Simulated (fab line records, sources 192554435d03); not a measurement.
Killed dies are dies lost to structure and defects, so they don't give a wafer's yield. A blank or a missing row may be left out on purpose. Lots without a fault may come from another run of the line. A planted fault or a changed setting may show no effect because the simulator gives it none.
A struck lot beside a sound one | flow n5_finfet | 15 steps out of a route of 1938
Sound: wafers L177.2, L177.3, L177.4. Struck: wafer L187.1. (L187.4, L187.6 of the same lot were not struck and are left out.) The cause comes at the end.
At each step with rows: each side's tool, then ch and its chambers, then its first start. Under that, the readings that differ: sound wafers | struck wafers | difference of the means | sigmas: that difference in standard deviations of wafers without a fault.
alike: readings whose means differ by less than 2 such deviations, and words and numbers that are the same on both sides. not compared: withheld readings, readings that some wafer has no value for, bounds like >300 that may hide the same value, and numbers for which the record gives no deviation and whose values overlap.
The two part at a step that has a row with sigmas, a row that says differs or no value, or rows on one side only. Numbers that don't overlap but have no deviation are shown without sigmas and don't part them. A reading that every wafer of one side lacks parts them only if that side has two wafers or more.

first, 7 steps without rows for these wafers: N5_HKMG_FIN_COAT_30 (time 60 s, resist thk 35 nm); N5_HKMG_FIN_COAT_06 (resist thk 90 nm); N5_HKMG_FIN_EBR_08; N5_HKMG_FIN_SOFTBAKE_07 (time 60 s); N5_HKMG_FIN_EXPOSE_09 (exposes mask NWFM); N5_HKMG_FIN_PEB_10 (peb time 60 s); N5_HKMG_FIN_DEVELOP_11 (develop time 30 s).
N5_HKMG_FIN_CD_MEAS_12: target cd 92.8 nm.
  sound on cd_sem-02 ch 0, day 5 21:03; struck on cd_sem-03 ch 0, day 8 09:50
  alike: cd_nm
N5_HKMG_FIN_OVL_MEAS_13:
  sound on overlay-02 ch 0, day 5 21:05; struck on overlay-02 ch 0, day 8 09:52
  alike: NWFM_OVL
N5_HKMG_FIN_INSPECT_14: inspects for defects (macro).
  sound on defect_inspect-01, day 5 21:07; struck on defect_inspect-01, day 8 09:53
  alike: raw_defect_count
N5_HKMG_FIN_DESCUM_17: chemistry O2, time 7.9 s.
  sound on rie_diel-05 ch 0,1,3, day 5 21:08; struck on rie_diel-05 ch 0, day 8 09:55
  reading                | sound       | struck | difference | sigmas
  rf_hours_counter_h (h) | 158 174 145 | 181    | +22        |
  alike: drypump_motor_current_A, oes_product_au, rf_vpp_V, showerhead_plenum_p_Torr, throttle_valve_pct
N5_HKMG_FIN_ETCH_31: etches SiARC in CF4, target depth 45.5 nm, time 75.8 s.
  sound on rie_diel-05 ch 0,1,3, day 5 21:11; struck on rie_diel-05 ch 0, day 8 09:58
  reading                | sound       | struck | difference | sigmas
  rf_hours_counter_h (h) | 158 174 145 | 182    | +23        |
  alike: drypump_motor_current_A, etch_rf_on_time_s, oes_product_au, rf_fwd_power_W, rf_vpp_V, showerhead_plenum_p_Torr, throttle_valve_pct
N5_HKMG_FIN_ETCH_32: etches SOC in N2/H2, target depth 240 nm, time 300 s.
  sound on rie_diel-05 ch 0,1,3, day 5 21:14; struck on rie_diel-05 ch 0, day 8 10:01
  reading                                     | sound             | struck | difference | sigmas
  rf_fwd_power_W (W)                          | 840.6 838.4 837.5 | 1037.6 | +198.8     | +80
  rf_hours_counter_h (h)                      | 158 174 145       | 182    | +23        |
  rf_vpp_V (V)                                | 524.9 519.3 524.3 | 488.4  | -34.4      | -13
  model.HKMG_FIN.feature_depth_nm (nm)        | 235.2 249.8 255.2 | 278.4  | +31.7      |
  model.etch.depth_nm (nm)                    | 235.1 249.7 255.2 | 278.4  | +31.7      |
  model.SiARC_of_HKMG_FIN_COAT_30.thk_nm (nm) | 21.4 20.8 20      | 19.6   | -1.1       |
  alike: drypump_motor_current_A, oes_product_au, showerhead_plenum_p_Torr, throttle_valve_pct
then, 1 step without rows for these wafers: N5_HKMG_FIN_STRIP_33 (strips in N2/H2).
-- the record jumps here: 3 days lie between the struck wafers' starts before and after (it left off in module HKMG_FIN and takes up again in module BEOL_M4, whose first step shown is number 1111 of the route) --
N5_BEOL_M4_RC_MEAS_101:
  sound on prober-02 ch 0, day 9 11:10; struck on prober-02 ch 0, day 11 20:59
  alike: DIBL_N, DIBL_P, IOFF_N, IOFF_P, ION_N, ION_P, SS_N, SS_P, VT_N, VT_P

WHERE THEY PART
Only at N5_HKMG_FIN_ETCH_32, within this record. Later steps at which nothing parts them and some readings are alike: N5_BEOL_M4_RC_MEAS_101.

WHY: what the simulator had put in
Process parameter drift: rie_diel-05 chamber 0, from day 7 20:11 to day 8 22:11, at N5_HKMG_FIN_ETCH_32. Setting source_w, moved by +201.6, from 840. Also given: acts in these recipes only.
